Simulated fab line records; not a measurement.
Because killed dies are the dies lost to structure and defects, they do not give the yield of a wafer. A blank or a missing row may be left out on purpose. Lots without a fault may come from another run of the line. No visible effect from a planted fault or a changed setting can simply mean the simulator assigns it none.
fab line records / flow nandHarc
[record] lots = 5 wafers = 15 lastDay = 25
route steps=1159 shown P_ZERO_WELL@44 END@1159
lots untouched by any fault: they come from a run of this same line in which no faults occurred
startH: hours from the record's first day to the start of the lot's first wafer shown / waitH: how many hours have passed since the lot's step before this one / " identical to the entry in the row above / L1.1+2: a row that stands for several wafers / - either no value or no given start / * or withheld: withheld / < > ~ a bound
route shown NAME@n: a module of which the file shows steps, and the number in the route of the first / usual: the fault-free wafers' mean and standard deviation / same: alike in all rows / chamber/n: place in a boat / sites: the reading at each site / _std_site: standard deviation across them / _edge_site: the outer-site mean with the inner-site mean subtracted / radiusMm: how far each site lies from the wafer's centre / mask NAME#n: copy n / behind: tool/chamber where the wafer was last shaped / hold: cause of the lot's hold/its duration in hours/its outcome / device: transistor that didn't switch, given as n, p or np / end of line: at the end of the route, the tests of the same wafers / a step without rows: its recipe alone / killed: the dies lost at the first sort to structure and to defects; this is not the yield of the wafer / map: dies across one wafer; x = killed, . = not, _ = none there
set.NAME: the run value of the setting; set.NAME@STEP: its run value at that earlier step / model.NAME: the simulator's own value behind a step, which no gauge read
lots at some steps of the route; a table a step, a row a wafer
services: when a tool's chamber went out of use (startH, in hours from the record's first day, below 0 if earlier), for how many hours, and the reason
[[steps]]
[step NHARC_P_ZERO_WELL_CD_MEAS_37]
[recipe] targetCdNm = 720 landingEnergyEv = 500
[usual] cdNm = 719.8/1.9
lot.wafer=L993.1 tool=cdSem-01 chamber=0 startH=52.02 waitH=- cdNm=720.6
lot.wafer=L993.2 tool=cdSem-01 chamber=0 startH=52.02 waitH=- cdNm=720.8
lot.wafer=L993.5 tool=cdSem-01 chamber=0 startH=52.02 waitH=- cdNm=722.5
lot.wafer=L100.1 tool=cdSem-02 chamber=0 startH=94.19 waitH=- cdNm=722.0
lot.wafer=L100.3 tool=cdSem-02 chamber=0 startH=94.19 waitH=- cdNm=720.4
lot.wafer=L100.6 tool=cdSem-02 chamber=0 startH=94.19 waitH=- cdNm=719.6
lot.wafer=L101.1 tool=cdSem-02 chamber=0 startH=100.38 waitH=- cdNm=721.2
lot.wafer=L101.3 tool=cdSem-02 chamber=0 startH=100.38 waitH=- cdNm=719.6
lot.wafer=L101.6 tool=cdSem-02 chamber=0 startH=100.38 waitH=- cdNm=723.3
lot.wafer=L105.2 tool=cdSem-01 chamber=0 startH=124.35 waitH=- cdNm=719.6
lot.wafer=L105.3 tool=cdSem-01 chamber=0 startH=124.35 waitH=- cdNm=720.4
lot.wafer=L105.4 tool=cdSem-01 chamber=0 startH=124.35 waitH=- cdNm=718.8
lot.wafer=L110.1 tool=cdSem-03 chamber=0 startH=154.08 waitH=- cdNm=720.4
lot.wafer=L110.5 tool=cdSem-03 chamber=0 startH=154.08 waitH=- cdNm=717.1
lot.wafer=L110.6 tool=cdSem-03 chamber=0 startH=154.08 waitH=- cdNm=721.4
[step NHARC_P_ZERO_WELL_HARDBAKE_38]
[recipe] tempC = 125 timeS = 80
[step NHARC_P_ZERO_WELL_DESCUM_39]
[recipe] timeS = 3 o2FlowSccm = 200 arFlowSccm = 0 biasPowerW = 0 chemistry = O2
[usual] drypumpMotorCurrentA = 5.6/0.32 mfcArSccm = 0.007/0.013 oesProductAu = 0.999/0.01 rfVppV = 57.9/0.85 showerheadPlenumPTorr = 1.95/0.089 throttleValvePct = 11.311/0.0093
lot.wafer=L993.2 tool=rieDiel-10 chamber=0 startH=52.18 waitH=- drypumpMotorCurrentA=5.4 mfcArSccm=0 oesProductAu=0.996 rfHoursCounterH=3.7 rfVppV=57.2 showerheadPlenumPTorr=1.84 throttleValvePct=11.321
lot.wafer=L993.1 tool=rieDiel-10 chamber=2 startH=52.18 waitH=- drypumpMotorCurrentA=5.6 mfcArSccm=0 oesProductAu=0.987 rfHoursCounterH=3.9 rfVppV=57.2 showerheadPlenumPTorr=2.06 throttleValvePct=11.328
lot.wafer=L993.5 tool=rieDiel-10 chamber=0 startH=52.18 waitH=- drypumpMotorCurrentA=5.4 mfcArSccm=0 oesProductAu=0.984 rfHoursCounterH=- rfVppV=57.8 showerheadPlenumPTorr=1.84 throttleValvePct=11.313
lot.wafer=L100.3 tool=rieDiel-09 chamber=0 startH=94.35 waitH=- drypumpMotorCurrentA=5.3 mfcArSccm=0.007 oesProductAu=0.981 rfHoursCounterH=0.8 rfVppV=57.6 showerheadPlenumPTorr=2.01 throttleValvePct=11.307
lot.wafer=L100.1 tool=rieDiel-09 chamber=3 startH=94.35 waitH=- drypumpMotorCurrentA=5.6 mfcArSccm=0 oesProductAu=1.002 rfHoursCounterH=0.7 rfVppV=57.1 showerheadPlenumPTorr=2.06 throttleValvePct=11.315
lot.wafer=L100.6 tool=rieDiel-09 chamber=0 startH=94.35 waitH=- drypumpMotorCurrentA=5.3 mfcArSccm=0.007 oesProductAu=0.981 rfHoursCounterH=- rfVppV=58.4 showerheadPlenumPTorr=2.01 throttleValvePct=11.312
lot.wafer=L101.1 tool=rieDiel-09 chamber=0 startH=100.54 waitH=- drypumpMotorCurrentA=5.3 mfcArSccm=0.007 oesProductAu=0.996 rfHoursCounterH=1.6 rfVppV=58.4 showerheadPlenumPTorr=2.00 throttleValvePct=11.308
lot.wafer=L101.3 tool=rieDiel-09 chamber=2 startH=100.54 waitH=- drypumpMotorCurrentA=5.0 mfcArSccm=0 oesProductAu=1.006 rfHoursCounterH=1.0 rfVppV=57.2 showerheadPlenumPTorr=1.96 throttleValvePct=11.317
lot.wafer=L101.6 tool=rieDiel-09 chamber=0 startH=100.54 waitH=- drypumpMotorCurrentA=5.3 mfcArSccm=0.007 oesProductAu=0.990 rfHoursCounterH=- rfVppV=58.8 showerheadPlenumPTorr=2.00 throttleValvePct=11.313
lot.wafer=L105.3 tool=rieDiel-10 chamber=2 startH=124.50 waitH=- drypumpMotorCurrentA=5.6 mfcArSccm=0 oesProductAu=0.988 rfHoursCounterH=7.8 rfVppV=57.7 showerheadPlenumPTorr=2.06 throttleValvePct=11.305
lot.wafer=L105.2 tool=rieDiel-10 chamber=1 startH=124.50 waitH=- drypumpMotorCurrentA=5.3 mfcArSccm=0.021 oesProductAu=0.992 rfHoursCounterH=8.1 rfVppV=58.3 showerheadPlenumPTorr=1.95 throttleValvePct=11.303
lot.wafer=L105.4 tool=rieDiel-10 chamber=0 startH=124.50 waitH=- drypumpMotorCurrentA=5.4 mfcArSccm=0 oesProductAu=0.998 rfHoursCounterH=- rfVppV=58.9 showerheadPlenumPTorr=1.84 throttleValvePct=11.307
lot.wafer=L110.1 tool=rieDiel-10 chamber=0 startH=154.28 waitH=- drypumpMotorCurrentA=5.4 mfcArSccm=0 oesProductAu=1.002 rfHoursCounterH=10.7 rfVppV=56.9 showerheadPlenumPTorr=1.84 throttleValvePct=11.309
lot.wafer=L110.5 tool=rieDiel-10 chamber=2 startH=154.28 waitH=- drypumpMotorCurrentA=5.6 mfcArSccm=0 oesProductAu=1.000 rfHoursCounterH=- rfVppV=58.7 showerheadPlenumPTorr=2.06 throttleValvePct=11.319
lot.wafer=L110.6 tool=rieDiel-10 chamber=3 startH=154.28 waitH=- drypumpMotorCurrentA=6.2 mfcArSccm=0 oesProductAu=1.013 rfHoursCounterH=- rfVppV=57.4 showerheadPlenumPTorr=1.85 throttleValvePct=11.304
[step NHARC_P_ZERO_WELL_IMPLANT_40]
[recipe] energyKev = 300 doseCm2 = 1e+13 tiltDeg = 7
[step NHARC_P_ZERO_WELL_IMPLANT_59]
[recipe] energyKev = 120 doseCm2 = 5e+12 tiltDeg = 7
[step NHARC_P_ZERO_WELL_IMPLANT_60]
[recipe] energyKev = 30 doseCm2 = 2e+12 tiltDeg = 7
[step NHARC_P_ZERO_WELL_STRIP_41]
[recipe] timeS = 840 tempC = 130 chemistry = SPM
[step NHARC_P_ZERO_WELL_DEHYDRATE_44]
[recipe] tempC = 150 timeS = 120
[step NHARC_P_ZERO_WELL_HMDS_45]
[recipe] timeS = 30
[step NHARC_P_ZERO_WELL_COAT_46]
[recipe] spinRpm = withheld
[step NHARC_P_ZERO_WELL_SOFTBAKE_47]
[recipe] tempC = 122 timeS = 95
[step NHARC_P_ZERO_WELL_EBR_48]
[step NHARC_P_ZERO_WELL_EXPOSE_49]
[recipe] na = 0.6 targetCdNm = 2000 doseMj = 22.64 maskId = P_HVPW
[usual] reticleTempC = 23.00/0.11
[same] na = 0.6
lot.wafer=L993.1 tool=krfScanner-03 chamber=0 startH=53.52 waitH=- mask=P_HVPW#0 reticleTempC=23.02
lot.wafer=L993.2 tool=krfScanner-03 chamber=0 startH=53.52 waitH=- mask=P_HVPW#0 reticleTempC=23.06
lot.wafer=L993.5 tool=krfScanner-03 chamber=0 startH=53.52 waitH=- mask=P_HVPW#0 reticleTempC=22.99
lot.wafer=L100.1 tool=krfScanner-02 chamber=0 startH=95.67 waitH=- mask=P_HVPW_R1#0 reticleTempC=23.15
lot.wafer=L100.3 tool=krfScanner-02 chamber=0 startH=95.67 waitH=- mask=P_HVPW_R1#0 reticleTempC=22.82
lot.wafer=L100.6 tool=krfScanner-02 chamber=0 startH=95.67 waitH=- mask=P_HVPW_R1#0 reticleTempC=23.02
lot.wafer=L101.1 tool=krfScanner-02 chamber=0 startH=101.74 waitH=- mask=P_HVPW#0 reticleTempC=22.80
lot.wafer=L101.3 tool=krfScanner-02 chamber=0 startH=101.74 waitH=- mask=P_HVPW#0 reticleTempC=23.10
lot.wafer=L101.6 tool=krfScanner-02 chamber=0 startH=101.74 waitH=- mask=P_HVPW#0 reticleTempC=22.77
lot.wafer=L105.2 tool=krfScanner-02 chamber=0 startH=125.86 waitH=- mask=P_HVPW#0 reticleTempC=23.10
lot.wafer=L105.3 tool=krfScanner-02 chamber=0 startH=125.86 waitH=- mask=P_HVPW#0 reticleTempC=23.02
lot.wafer=L105.4 tool=krfScanner-02 chamber=0 startH=125.86 waitH=- mask=P_HVPW#0 reticleTempC=22.95
lot.wafer=L110.1 tool=krfScanner-03 chamber=0 startH=155.46 waitH=- mask=P_HVPW#0 reticleTempC=22.87
lot.wafer=L110.5 tool=krfScanner-03 chamber=0 startH=155.46 waitH=- mask=P_HVPW#0 reticleTempC=22.93
lot.wafer=L110.6 tool=krfScanner-03 chamber=0 startH=155.46 waitH=- mask=P_HVPW#0 reticleTempC=23.06
[step NHARC_P_ZERO_WELL_PEB_50]
[recipe] pebTempC = 118 pebTimeS = 85
[step NHARC_P_ZERO_WELL_DEVELOP_51]
[recipe] timeS = 70
[step NHARC_P_ZERO_WELL_CD_MEAS_52]
[recipe] targetCdNm = 2000 landingEnergyEv = 500
[usual] cdNm = 1999.8/1.5
lot.wafer=L993.1 tool=cdSem-03 chamber=0 startH=53.68 waitH=- cdNm=1997.8
lot.wafer=L993.2 tool=cdSem-03 chamber=0 startH=53.68 waitH=- cdNm=1998.6
lot.wafer=L993.5 tool=cdSem-03 chamber=0 startH=53.68 waitH=- cdNm=1999.3
lot.wafer=L100.1 tool=cdSem-03 chamber=0 startH=95.83 waitH=- cdNm=1824.1
lot.wafer=L100.3 tool=cdSem-03 chamber=0 startH=95.83 waitH=- cdNm=1824.6
lot.wafer=L100.6 tool=cdSem-03 chamber=0 startH=95.83 waitH=- cdNm=1824.5
lot.wafer=L101.1 tool=cdSem-03 chamber=0 startH=101.90 waitH=- cdNm=2002.4
lot.wafer=L101.3 tool=cdSem-03 chamber=0 startH=101.90 waitH=- cdNm=2003.9
lot.wafer=L101.6 tool=cdSem-03 chamber=0 startH=101.90 waitH=- cdNm=2001.9
lot.wafer=L105.2 tool=cdSem-01 chamber=0 startH=126.02 waitH=- cdNm=2002.4
lot.wafer=L105.3 tool=cdSem-01 chamber=0 startH=126.02 waitH=- cdNm=2000.3
lot.wafer=L105.4 tool=cdSem-01 chamber=0 startH=126.02 waitH=- cdNm=1998.4
lot.wafer=L110.1 tool=cdSem-03 chamber=0 startH=155.62 waitH=- cdNm=2000.7
lot.wafer=L110.5 tool=cdSem-03 chamber=0 startH=155.62 waitH=- cdNm=2000.8
lot.wafer=L110.6 tool=cdSem-03 chamber=0 startH=155.62 waitH=- cdNm=2000.6
[step NHARC_P_ZERO_WELL_HARDBAKE_53]
[recipe] tempC = 125 timeS = 80
[step NHARC_P_ZERO_WELL_DESCUM_54]
[recipe] timeS = 3 o2FlowSccm = 200 arFlowSccm = 0 biasPowerW = 0 chemistry = O2
[usual] drypumpMotorCurrentA = 5.6/0.33 mfcArSccm = 0.007/0.014 oesProductAu = 1.001/0.0096 rfVppV = 57.9/0.89 showerheadPlenumPTorr = 1.94/0.094 throttleValvePct = 11.310/0.0097
lot.wafer=L993.1 tool=rieDiel-03 chamber=3 startH=53.85 waitH=- drypumpMotorCurrentA=6.0 mfcArSccm=0 oesProductAu=0.996 rfHoursCounterH=0.1 rfVppV=58.2 showerheadPlenumPTorr=1.79 throttleValvePct=11.309 model.P_ZERO_WELL.cdNm=1998
lot.wafer=L993.2 tool=rieDiel-03 chamber=0 startH=53.85 waitH=- drypumpMotorCurrentA=5.8 mfcArSccm=0.044 oesProductAu=1.007 rfHoursCounterH=0.1 rfVppV=57.2 showerheadPlenumPTorr=2.04 throttleValvePct=11.294 model.P_ZERO_WELL.cdNm=2000
lot.wafer=L993.5 tool=rieDiel-03 chamber=0 startH=53.85 waitH=- drypumpMotorCurrentA=5.8 mfcArSccm=0.044 oesProductAu=1.010 rfHoursCounterH=- rfVppV=60.3 showerheadPlenumPTorr=2.04 throttleValvePct=11.301 model.P_ZERO_WELL.cdNm=2000
lot.wafer=L100.1 tool=rieDiel-10 chamber=0 startH=96.01 waitH=- drypumpMotorCurrentA=5.4 mfcArSccm=0 oesProductAu=0.998 rfHoursCounterH=6.2 rfVppV=57.2 showerheadPlenumPTorr=1.84 throttleValvePct=11.324 model.P_ZERO_WELL.cdNm=1824
lot.wafer=L100.3 tool=rieDiel-10 chamber=1 startH=96.01 waitH=- drypumpMotorCurrentA=5.2 mfcArSccm=0.021 oesProductAu=1.008 rfHoursCounterH=6.1 rfVppV=58.4 showerheadPlenumPTorr=1.95 throttleValvePct=11.307 model.P_ZERO_WELL.cdNm=1825
lot.wafer=L100.6 tool=rieDiel-10 chamber=0 startH=96.01 waitH=- drypumpMotorCurrentA=5.4 mfcArSccm=0 oesProductAu=0.990 rfHoursCounterH=- rfVppV=57.4 showerheadPlenumPTorr=1.84 throttleValvePct=11.315 model.P_ZERO_WELL.cdNm=1824
lot.wafer=L101.3 tool=rieDiel-10 chamber=2 startH=102.06 waitH=- drypumpMotorCurrentA=5.6 mfcArSccm=0 oesProductAu=1.005 rfHoursCounterH=6.6 rfVppV=59.7 showerheadPlenumPTorr=2.06 throttleValvePct=11.302 model.P_ZERO_WELL.cdNm=2004
lot.wafer=L101.1 tool=rieDiel-10 chamber=3 startH=102.06 waitH=- drypumpMotorCurrentA=6.2 mfcArSccm=0 oesProductAu=1.012 rfHoursCounterH=4.7 rfVppV=57.8 showerheadPlenumPTorr=1.85 throttleValvePct=11.331 model.P_ZERO_WELL.cdNm=2002
lot.wafer=L101.6 tool=rieDiel-10 chamber=3 startH=102.06 waitH=- drypumpMotorCurrentA=6.2 mfcArSccm=0 oesProductAu=1.010 rfHoursCounterH=- rfVppV=58.0 showerheadPlenumPTorr=1.85 throttleValvePct=11.318 model.P_ZERO_WELL.cdNm=2002
lot.wafer=L105.2 tool=rieDiel-09 chamber=1 startH=126.19 waitH=- drypumpMotorCurrentA=5.9 mfcArSccm=0.005 oesProductAu=0.993 rfHoursCounterH=2.4 rfVppV=58.3 showerheadPlenumPTorr=1.95 throttleValvePct=11.301 model.P_ZERO_WELL.cdNm=2002
lot.wafer=L105.4 tool=rieDiel-09 chamber=3 startH=126.19 waitH=- drypumpMotorCurrentA=5.6 mfcArSccm=0 oesProductAu=1.008 rfHoursCounterH=2.6 rfVppV=56.9 showerheadPlenumPTorr=2.06 throttleValvePct=11.313 model.P_ZERO_WELL.cdNm=1999
lot.wafer=L105.3 tool=rieDiel-09 chamber=0 startH=126.19 waitH=- drypumpMotorCurrentA=5.3 mfcArSccm=0.007 oesProductAu=0.994 rfHoursCounterH=3.1 rfVppV=58.8 showerheadPlenumPTorr=2.00 throttleValvePct=11.315 model.P_ZERO_WELL.cdNm=2000
lot.wafer=L110.1 tool=rieDiel-09 chamber=1 startH=155.81 waitH=- drypumpMotorCurrentA=5.9 mfcArSccm=0.005 oesProductAu=1.001 rfHoursCounterH=4.2 rfVppV=58.2 showerheadPlenumPTorr=1.95 throttleValvePct=11.318 model.P_ZERO_WELL.cdNm=2000
lot.wafer=L110.6 tool=rieDiel-09 chamber=3 startH=155.81 waitH=- drypumpMotorCurrentA=5.5 mfcArSccm=0 oesProductAu=0.999 rfHoursCounterH=- rfVppV=58.2 showerheadPlenumPTorr=2.06 throttleValvePct=11.329 model.P_ZERO_WELL.cdNm=2001
lot.wafer=L110.5 tool=rieDiel-09 chamber=0 startH=155.81 waitH=- drypumpMotorCurrentA=5.3 mfcArSccm=0.007 oesProductAu=1.010 rfHoursCounterH=- rfVppV=57.2 showerheadPlenumPTorr=2.00 throttleValvePct=11.312 model.P_ZERO_WELL.cdNm=2000
[step NHARC_P_ZERO_WELL_IMPLANT_55]
[recipe] energyKev = 180 doseCm2 = 8e+11 tiltDeg = 7
[step NHARC_END_SORT_01]
[recipe] tempC = 25
[usual] killedAtArray = 25/9.2 killedAtOther = 0.8/1.2 killedAtPeriphery = 3.9/2.6 killedDies = 30/9.7 killedOpen = 3.4/1.9 killedShort = 2.0/1.4
[same] grossDies = 677
lot.wafer=L993.1 tool=prober-01 chamber=0 startH=491.07 waitH=2.5 killedAtArray=24 killedAtOther=0 killedAtPeriphery=5 killedDies=29 killedOpen=4 killedShort=1
lot.wafer=L993.2 tool=prober-01 chamber=0 startH=491.86 waitH=2.8 killedAtArray=19 killedAtOther=1 killedAtPeriphery=5 killedDies=25 killedOpen=2 killedShort=1
lot.wafer=L993.5 tool=prober-01 chamber=0 startH=494.25 waitH=3.7 killedAtArray=23 killedAtOther=0 killedAtPeriphery=5 killedDies=28 killedOpen=8 killedShort=4
lot.wafer=L100.1 tool=prober-02 chamber=0 startH=507.47 waitH=2.5 killedAtArray=19 killedAtOther=0 killedAtPeriphery=8 killedDies=27 killedOpen=0 killedShort=2
lot.wafer=L100.3 tool=prober-02 chamber=0 startH=509.08 waitH=3.1 killedAtArray=35 killedAtOther=0 killedAtPeriphery=6 killedDies=41 killedOpen=3 killedShort=2
lot.wafer=L100.6 tool=prober-02 chamber=0 startH=511.49 waitH=4.0 killedAtArray=37 killedAtOther=3 killedAtPeriphery=8 killedDies=48 killedOpen=1 killedShort=4
// killed by level:class
L993.1 A_CHANNEL_HOLE_D1:chamberFilmFlake=9 P_ZERO_WELL:chamberFilmFlake=3 A_ZERO_WELL:chamberFilmFlake=3 A_STAIRCASE:chamberFilmFlake=3 A_M0:geometricParticle:open=2 A_SLIT:chamberFilmFlake=2 A_CONTACT:chamberFilmFlake=2 A_ONON_D1:geometricParticle:short=1
L993.2 A_CHANNEL_HOLE_D1:chamberFilmFlake=7 A_STAIRCASE:chamberFilmFlake=5 P_ZERO_WELL:chamberFilmFlake=4 A_WL_FILL:chamberFilmFlake=2 A_CONTACT:chamberFilmFlake=2 A_BLC:geometricParticle:open=1 A_M0:geometricParticle:open=1 P_GATE:chamberFilmFlake=1
L993.5 A_CHANNEL_HOLE_D1:chamberFilmFlake=4 A_STAIRCASE:chamberFilmFlake=3 A_CONTACT:chamberFilmFlake=3 A_ONON_D1:geometricParticle:open=2 A_CHANNEL_FILL_D1:geometricParticle:short=2 A_M0:geometricParticle:open=2 P_ZERO_WELL:chamberFilmFlake=2 P_GATE:geometricParticle:open=1
L100.1 A_CHANNEL_HOLE_D1:chamberFilmFlake=12 P_ZERO_WELL:areaExpose=4 A_WL_FILL:chamberFilmFlake=2 A_ONON_D1:geometricParticle:short=2 P_M0:chamberFilmFlake=2 P_ZERO_WELL:chamberFilmFlake=1 P_GATE:chamberFilmFlake=1 A_ZERO_WELL:chamberFilmFlake=1
L100.3 A_CHANNEL_HOLE_D1:chamberFilmFlake=22 A_CONTACT:chamberFilmFlake=5 P_GATE:chamberFilmFlake=3 A_WL_FILL:chamberFilmFlake=3 P_M0:chamberFilmFlake=2 P_BONDPAD:geometricParticle:open=1 A_ONON_D1:geometricParticle:short=1 A_WL_FILL:geometricParticle:short=1
L100.6 A_CHANNEL_HOLE_D1:chamberFilmFlake=19 A_CONTACT:chamberFilmFlake=8 P_M0:chamberFilmFlake=4 P_GATE:chamberFilmFlake=3 A_M0:geometricParticle:short=2 A_ZERO_WELL:chamberFilmFlake=2 A_SGD_CUT:chamberFilmFlake=2 THIN_TSV:chamberFilmFlake=2
[[services]]
tool=rieDiel-10 chamber=0 startH=33.00 hours=- kind=clean
tool=rieDiel-10 chamber=1 startH=33.00 hours=- kind=clean
tool=rieDiel-10 chamber=2 startH=33.00 hours=- kind=clean
tool=rieDiel-10 chamber=3 startH=33.00 hours=- kind=clean
tool=krfScanner-02 chamber=- startH=38.00 hours=4.0 kind=pm
tool=rieDiel-03 chamber=- startH=38.30 hours=9.0 kind=pm
tool=krfScanner-03 chamber=- startH=40.05 hours=1.0 kind=repair
tool=rieDiel-09 chamber=1 startH=41.91 hours=1.5 kind=repair
tool=rieDiel-10 chamber=3 startH=43.85 hours=45.1 kind=repair
tool=rieDiel-09 chamber=2 startH=54.03 hours=15.6 kind=repair
tool=rieDiel-10 chamber=0 startH=57.50 hours=- kind=clean
tool=rieDiel-10 chamber=1 startH=57.50 hours=- kind=clean
tool=rieDiel-10 chamber=2 startH=57.50 hours=- kind=clean
tool=rieDiel-09 chamber=- startH=77.10 hours=9.0 kind=pm
tool=rieDiel-10 chamber=0 startH=82.00 hours=- kind=clean
tool=rieDiel-10 chamber=1 startH=82.00 hours=- kind=clean
tool=rieDiel-10 chamber=2 startH=82.00 hours=- kind=clean
tool=rieDiel-09 chamber=1 startH=105.86 hours=5.1 kind=repair
tool=rieDiel-10 chamber=1 startH=113.22 hours=1.4 kind=repair
tool=rieDiel-09 chamber=2 startH=114.18 hours=5.9 kind=repair
tool=rieDiel-10 chamber=3 startH=119.27 hours=11.2 kind=repair
tool=krfScanner-02 chamber=- startH=122.45 hours=0.2 kind=repair
tool=rieDiel-03 chamber=3 startH=135.09 hours=13.8 kind=repair
tool=krfScanner-02 chamber=- startH=140.08 hours=1.2 kind=repair
[[key]]
[firstSign] step = NHARC_P_ZERO_WELL_EXPOSE_49 reading = mask direction = changed
[effect] step = NHARC_P_ZERO_WELL_CD_MEAS_52 reading = cdNm direction = down sigmas = 99+ usual = 1999.8 struck = 1824.4
[modelEffect] step = NHARC_P_ZERO_WELL_DESCUM_54 value = P_ZERO_WELL.cdNm without = 2001 struck = 1824
metAt NHARC_P_ZERO_WELL_EXPOSE_49
struckWafers L100.1,L100.3,L100.6
testerLeftOut L100
[fault] kind = wrongMask tool = any chamber = - onsetH = 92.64 steps = NHARC_P_ZERO_WELL_EXPOSE_49 auxCopy = P_HVPW_R1#0 cdOffsetNm = -176.62 scope = struckLotsOnly
// testerLeftOut: of these lots the tester's yield and bins aren't shown, on N5 and GAA mostly nor the transistor test; their killed dies are dies lost to structure and defects alone, not to doping, threshold or leakage, so they don't give the yield
